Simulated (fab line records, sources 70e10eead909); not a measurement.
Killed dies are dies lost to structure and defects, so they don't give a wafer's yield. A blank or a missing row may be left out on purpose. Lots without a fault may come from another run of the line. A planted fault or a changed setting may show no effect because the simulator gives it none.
Which tool did it? | flow nand_harc | 24 lots, 72 wafers sampled, at 2 steps of a route of 1302

WHAT THE GAUGES READ, wafer by wafer
NHARC_A_ONON_D1_THK_MEAS_05: measures by ellipsometry.
lot  | measured     | on            | thk_nm (nm)
L074 | day 7 22:25  | film_metro-01 | 1014 1017 1017
L075 | day 7 22:25  | film_metro-02 | 1006 1005 1005
L076 | day 8 12:28  | film_metro-01 | 994 991 992
L077 | day 9 00:10  | film_metro-02 | 1012 1011 1012
L078 | day 9 12:06  | film_metro-02 | 995 995 996
L079 | day 9 20:04  | film_metro-01 | 1009 1009 1010
L080 | day 10 11:58 | film_metro-01 | 1019 1016 1018
L081 | day 10 18:44 | film_metro-01 | 1018 1015 1018
L082 | day 11 06:25 | film_metro-01 | 1025 1026 1027
L083 | day 12 04:31 | film_metro-01 | 1005 1005 1006
L084 | day 12 04:30 | film_metro-02 | 989 989 986
L085 | day 12 13:32 | film_metro-01 | 989 990 989
L086 | day 12 23:08 | film_metro-02 | 1006 1006 1008
L087 | day 13 06:39 | film_metro-01 | 1003 1001 1001
L088 | day 13 20:33 | film_metro-01 | 1001 1001 1001
L089 | day 14 07:27 | film_metro-01 | 996 996 997
L090 | day 14 17:37 | film_metro-02 | 993 991 991
L091 | day 14 21:11 | film_metro-01 | 1016 1015 1014
L092 | day 15 14:16 | film_metro-02 | 997 995 996
L093 | day 15 22:10 | film_metro-02 | 992 991 991
L094 | day 16 04:53 | film_metro-02 | 983 983 982
L095 | day 16 14:31 | film_metro-01 | 1026 1026 1028
L096 | day 17 00:07 | film_metro-01 | 1009 1010 1010
L097 | day 17 09:36 | film_metro-01 | 988 988 991

WHICH TOOL RAN EACH LOT (tool, then ch and the chambers of the sampled wafers, then the start)
lot  | NHARC_P_BONDPAD_PVD_17
L074 | pvd_sputter-03, day 7 22:25 or earlier
L075 | pvd_sputter-01, day 7 22:25 or earlier
L076 | pvd_sputter-02, day 8 12:28 or earlier
L077 | pvd_sputter-03, day 9 00:10 or earlier
L078 | pvd_sputter-01, day 9 12:06 or earlier
L079 | pvd_sputter-03, day 9 20:04 or earlier
L080 | pvd_sputter-03, day 10 11:58 or earlier
L081 | pvd_sputter-03, day 10 18:44 or earlier
L082 | pvd_sputter-01, day 11 06:25 or earlier
L083 | pvd_sputter-01, day 12 04:31 or earlier
L084 | pvd_sputter-03, day 12 04:30 or earlier
L085 | pvd_sputter-03, day 12 13:32 or earlier
L086 | pvd_sputter-02, day 12 23:08 or earlier
L087 | pvd_sputter-01, day 13 06:39 or earlier
L088 | pvd_sputter-01, day 13 20:33 or earlier
L089 | pvd_sputter-03, day 14 07:27 or earlier
L090 | pvd_sputter-01, day 14 17:37 or earlier
L091 | pvd_sputter-03, day 14 21:11 or earlier
L092 | pvd_sputter-03, day 15 14:16 or earlier
L093 | pvd_sputter-02, day 15 22:10 or earlier
L094 | pvd_sputter-01, day 16 04:53 or earlier
L095 | pvd_sputter-01, day 16 14:31 or earlier
L096 | pvd_sputter-01, day 17 00:07 or earlier
L097 | pvd_sputter-03, day 17 09:36 or earlier
- NHARC_P_BONDPAD_PVD_17: deposits TaN, target thk 5 nm, time 8.06 s.

WHAT THE TOOLS THEMSELVES READ (means of the sampled wafers that have a number; where no wafer has one, the mark that the record gives instead)
NHARC_P_BONDPAD_PVD_17.
lot  | tool           | throttle_valve_pct (%)
L074 | pvd_sputter-03 | 30.8
L075 | pvd_sputter-01 | 29.6
L076 | pvd_sputter-02 | 30.3
L077 | pvd_sputter-03 | 30.8
L078 | pvd_sputter-01 | 29.6
L079 | pvd_sputter-03 | 29.6
L080 | pvd_sputter-03 | 29.3
L081 | pvd_sputter-03 | 30.6
L082 | pvd_sputter-01 | 28.4
L083 | pvd_sputter-01 | 28.4
L084 | pvd_sputter-03 | 29.6
L085 | pvd_sputter-03 | 30.5
L086 | pvd_sputter-02 | 29.6
L087 | pvd_sputter-01 | 29.4
L088 | pvd_sputter-01 | 28.6
L089 | pvd_sputter-03 | 29.8
L090 | pvd_sputter-01 | 29.5
L091 | pvd_sputter-03 | 30.1
L092 | pvd_sputter-03 | 30.7
L093 | pvd_sputter-02 | 30.1
L094 | pvd_sputter-01 | 28.8
L095 | pvd_sputter-01 | 28.7
L096 | pvd_sputter-01 | 29.4
L097 | pvd_sputter-03 | 30.5

THE ANSWER, worked out from the rows above alone
Rule: what is usual is taken from the lots themselves. Put in order of their means at a reading, lots are off if they are a third of the lots or fewer, leave a main group of 4 or more, and stand apart from it by a gap of 3 or more times the standard deviation of the main group's means; of several such gaps the widest counts. A main group whose means are all the same, to the digits that the tables above print for the reading, isn't used. A lot without any number at a reading at which 4 lots or more have one is off too. The other lots that the step has rows for count as sound. The gauges are gone through in route order, then the tools' own readings, and for those a lot's mean is taken as printed above. The first step at which some lot is off is used, and at that step the reading that is off furthest; a lot without a number counts as furthest.
No lot is off at any reading shown: from this, nothing can be told.

WHAT THE SIMULATOR HAD PUT IN
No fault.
